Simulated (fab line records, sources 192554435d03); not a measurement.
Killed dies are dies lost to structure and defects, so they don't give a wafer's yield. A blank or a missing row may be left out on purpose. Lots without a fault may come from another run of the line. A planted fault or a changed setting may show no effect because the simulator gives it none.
Which tool did it? | flow n5_finfet | 9 lots, 26 wafers sampled, at 4 steps of a route of 1938

WHAT THE GAUGES READ, wafer by wafer
N5_FIN_CUT_CD_MEAS_08: target cd 29.1 nm.
lot  | measured    | on        | cd_nm (nm)
L537 | day 2 09:26 | cd_sem-03 | 28.75 29.02 29.08
L539 | day 2 23:11 | cd_sem-01 | 29.06 29.45 29.45
L540 | day 3 06:10 | cd_sem-03 | 29.09 29.51 29.30
L548 | day 5 05:58 | cd_sem-02 | 28.04 28.28 28.12
L549 | day 5 09:40 | cd_sem-01 | 28.60 28.33 28.53
L552 | day 6 05:34 | cd_sem-01 | 29.25 29.55
L556 | day 7 02:32 | cd_sem-03 | 29.25 29.20 29.10
L558 | day 7 14:44 | cd_sem-02 | 29.34 28.98 29.49
L559 | day 7 20:58 | cd_sem-01 | 29.02 29.15 29.09

WHICH TOOL RAN EACH LOT (tool, then ch and the chambers of the sampled wafers, then the start)
lot  | N5_FIN_SAQP_SPACER2_ETCHBACK_29   | N5_FIN_SAQP_HM_CD_35   | N5_FIN_CUT_EXPOSE_05
L537 | rie_diel-01 ch 0,1,2, day 2 08:13 | cd_sem-03, day 2 08:41 | euv_scanner-02 ch 0, day 2 09:18
L539 | rie_diel-06 ch 0,3, day 2 21:52   | cd_sem-01, day 2 22:26 | euv_scanner-02 ch 0, day 2 23:03
L540 | rie_diel-02 ch 0,1,2, day 3 05:05 | cd_sem-02, day 3 05:32 | euv_scanner-02 ch 0, day 3 06:02
L548 | rie_diel-01 ch 0,1,3, day 5 04:47 | cd_sem-01, day 5 05:20 | euv_scanner-02 ch 0, day 5 05:50
L549 | rie_diel-02 ch 0,2, day 5 08:35   | cd_sem-03, day 5 09:04 | euv_scanner-02 ch 0, day 5 09:33
L552 | rie_diel-02 ch 1,3, day 6 04:23   | cd_sem-01, day 6 04:57 | euv_scanner-01 ch 0, day 6 05:27
L556 | rie_diel-02 ch 1,2, day 7 01:20   | cd_sem-01, day 7 01:55 | euv_scanner-01 ch 0, day 7 02:23
L558 | rie_diel-06 ch 0,3, day 7 13:31   | cd_sem-02, day 7 13:59 | euv_scanner-01 ch 0, day 7 14:36
L559 | rie_diel-06 ch 0,1,2, day 7 19:53 | cd_sem-03, day 7 20:21 | euv_scanner-01 ch 0, day 7 20:50
- N5_FIN_SAQP_SPACER2_ETCHBACK_29: etches SiO2 in CHF3/O2, target depth 12.2 nm, time 6.1 s.
- N5_FIN_SAQP_HM_CD_35: target cd 8 nm.
- N5_FIN_CUT_EXPOSE_05: exposes mask FIN CUT.

THE ANSWER, worked out from the rows above alone
Rule: what is usual is taken from the lots themselves. Put in order of their means at a reading, lots are off if they are a third of the lots or fewer, leave a main group of 4 or more, and stand apart from it by a gap of 3 or more times the standard deviation of the main group's means; of several such gaps the widest counts. A main group whose means are all the same, to the digits that the tables above print for the reading, isn't used. A lot without any number at a reading at which 4 lots or more have one is off too. The other lots that the step has rows for count as sound.
Off: L548, L549, at N5_FIN_CUT_CD_MEAS_08 (cd_nm). The main group: mean 29.22 nm, standard deviation 0.14.
A tool fits if, at a process step before that reading, it ran every lot that is off, and no sound lot after the first of them. The gauges at N5_FIN_CUT_CD_MEAS_08 are tried like those tools. One fits: euv_scanner-02 at N5_FIN_CUT_EXPOSE_05. Its last sound lot is L540 (day 3 06:02), its first lot that is off L548 (day 5 05:50): a fault that began between those two fits.

WHAT THE SIMULATOR HAD PUT IN
Process parameter drift: euv_scanner-02, from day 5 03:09 on, at N5_FIN_CUT_EXPOSE_05. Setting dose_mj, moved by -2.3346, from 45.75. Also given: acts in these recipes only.
Lots struck among those shown: L548, L549. The rule above found the same.
